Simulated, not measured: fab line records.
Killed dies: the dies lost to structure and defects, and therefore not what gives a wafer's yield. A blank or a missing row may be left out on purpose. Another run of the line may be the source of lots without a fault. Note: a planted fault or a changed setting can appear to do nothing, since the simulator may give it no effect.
Chamber matching :: flow nand harc :: NHARC_P_GATE_ALD_36 on ald sin-04 has 4 sister chambers
The step deposits SiNx, target thk 20 nm, pulse time 60 s, ald cycles 223. 4 wafers are shown with their chamber, then 8 later ones without.

## WAFERS PAIRED WITH THEIR CHAMBERS
wafer: L081.5
chamber: 3
heater power w (W): 843

wafer: L084.1
chamber: 2
heater power w (W): 993

wafer: L084.4
chamber: 0
heater power w (W): 801

wafer: L087.1
chamber: 1
heater power w (W): 667

## WAFERS WITH NO CHAMBER GIVEN
wafer: L087.3
heater power w (W): 1012

wafer: L087.5
heater power w (W): 674

wafer: L093.4
heater power w (W): 865

wafer: L093.5
heater power w (W): 892

wafer: L093.6
heater power w (W): 709

wafer: L094.3
heater power w (W): 956

wafer: L094.4
heater power w (W): 740

wafer: L094.5
heater power w (W): 967

## THE CHAMBER EACH PASSED THROUGH
wafer: L087.3
from the rows above: 2
in truth: 2

wafer: L087.5
from the rows above: 1
in truth: 1

wafer: L093.4
from the rows above: can't be placed: 3 or 0
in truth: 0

wafer: L093.5
from the rows above: can't be placed: 3 or 0 or 2
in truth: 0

wafer: L093.6
from the rows above: can't be placed: 1 or 0
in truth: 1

wafer: L094.3
from the rows above: 2
in truth: 2

wafer: L094.4
from the rows above: can't be placed: 0 or 1 or 3
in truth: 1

wafer: L094.5
from the rows above: 2
in truth: 2
4 of 8 placed correctly. These rows do not allow placing 4 (true chamber among the candidates in 4). 0 placed wrongly.
How it was worked out, from the rows above alone: a wafer's distance from a chamber is the root of the sum, over the readings, of the square of ((its reading less the chamber's mean) divided by the reading's scatter). The wafer belongs to the nearest chamber; if the next one is less than 2 further off, it can't be placed. The mean given for a chamber averages the wafers shown for that chamber. The scatter (one wafer shown for each chamber): square how far every hidden wafer sits from the nearest shown wafer, average those squares and take the square root.
